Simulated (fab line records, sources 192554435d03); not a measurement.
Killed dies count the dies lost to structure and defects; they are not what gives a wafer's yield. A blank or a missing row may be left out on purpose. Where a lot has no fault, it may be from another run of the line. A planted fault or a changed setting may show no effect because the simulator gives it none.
Chamber matching / flow n5-finfet / N5_HKMG_FIN_ETCH_32 on rie-diel-02 has 4 sister chambers
The step etches SOC in N2/H2, target depth 240 nm, time 300 s. 8 wafers are shown with their chamber, then 9 later ones without.

## EACH WAFER AND ITS CHAMBER
wafer=L085.4; chamber=1; drypump-motor-current-A (A)=6.0; showerhead-plenum-p-Torr (Torr)=2.63
wafer=L086.2; chamber=3; drypump-motor-current-A (A)=5.8; showerhead-plenum-p-Torr (Torr)=2.57
wafer=L088.2; chamber=0; drypump-motor-current-A (A)=5.7; showerhead-plenum-p-Torr (Torr)=2.47
wafer=L088.5; chamber=1; drypump-motor-current-A (A)=6.0; showerhead-plenum-p-Torr (Torr)=2.62
wafer=L088.6; chamber=2; drypump-motor-current-A (A)=5.3; showerhead-plenum-p-Torr (Torr)=2.69
wafer=L089.1; chamber=0; drypump-motor-current-A (A)=5.7; showerhead-plenum-p-Torr (Torr)=2.47
wafer=L089.4; chamber=3; drypump-motor-current-A (A)=5.8; showerhead-plenum-p-Torr (Torr)=2.56
wafer=L089.6; chamber=2; drypump-motor-current-A (A)=5.4; showerhead-plenum-p-Torr (Torr)=2.69

## WAFERS WITHOUT THEIR CHAMBER
wafer=L091.2; drypump-motor-current-A (A)=6.0; showerhead-plenum-p-Torr (Torr)=2.62
wafer=L091.5; drypump-motor-current-A (A)=5.7; showerhead-plenum-p-Torr (Torr)=2.47
wafer=L091.6; drypump-motor-current-A (A)=5.8; showerhead-plenum-p-Torr (Torr)=2.56
wafer=L094.1; drypump-motor-current-A (A)=5.3; showerhead-plenum-p-Torr (Torr)=2.69
wafer=L094.4; drypump-motor-current-A (A)=5.7; showerhead-plenum-p-Torr (Torr)=2.47
wafer=L094.5; drypump-motor-current-A (A)=5.4; showerhead-plenum-p-Torr (Torr)=2.69
wafer=L097.2; drypump-motor-current-A (A)=5.7; showerhead-plenum-p-Torr (Torr)=2.46
wafer=L097.3; drypump-motor-current-A (A)=6.0; showerhead-plenum-p-Torr (Torr)=2.61
wafer=L097.5; drypump-motor-current-A (A)=5.3; showerhead-plenum-p-Torr (Torr)=2.69

## WHICH CHAMBER EACH WENT THROUGH
wafer=L091.2; from the rows above=1; in truth=1
wafer=L091.5; from the rows above=0; in truth=0
wafer=L091.6; from the rows above=3; in truth=3
wafer=L094.1; from the rows above=2; in truth=2
wafer=L094.4; from the rows above=0; in truth=0
wafer=L094.5; from the rows above=2; in truth=2
wafer=L097.2; from the rows above=0; in truth=0
wafer=L097.3; from the rows above=1; in truth=1
wafer=L097.5; from the rows above=2; in truth=2
Correctly placed: 9 of 9. Not placeable from these rows: 0. 0 placed wrongly.
How it was worked out, from the rows above alone: a wafer's distance from a chamber is the root of the sum, over the readings, of the square of ((its reading less the chamber's mean) divided by the reading's scatter). If the next closest chamber is less than 2 further off than the closest, the wafer can't be placed; otherwise it belongs to the closest. For every chamber, the mean is computed from those of its wafers that are shown. The scatter: the root of (the sum of the squares of (reading less its chamber's mean) over the shown wafers, divided by (wafers less chambers)).
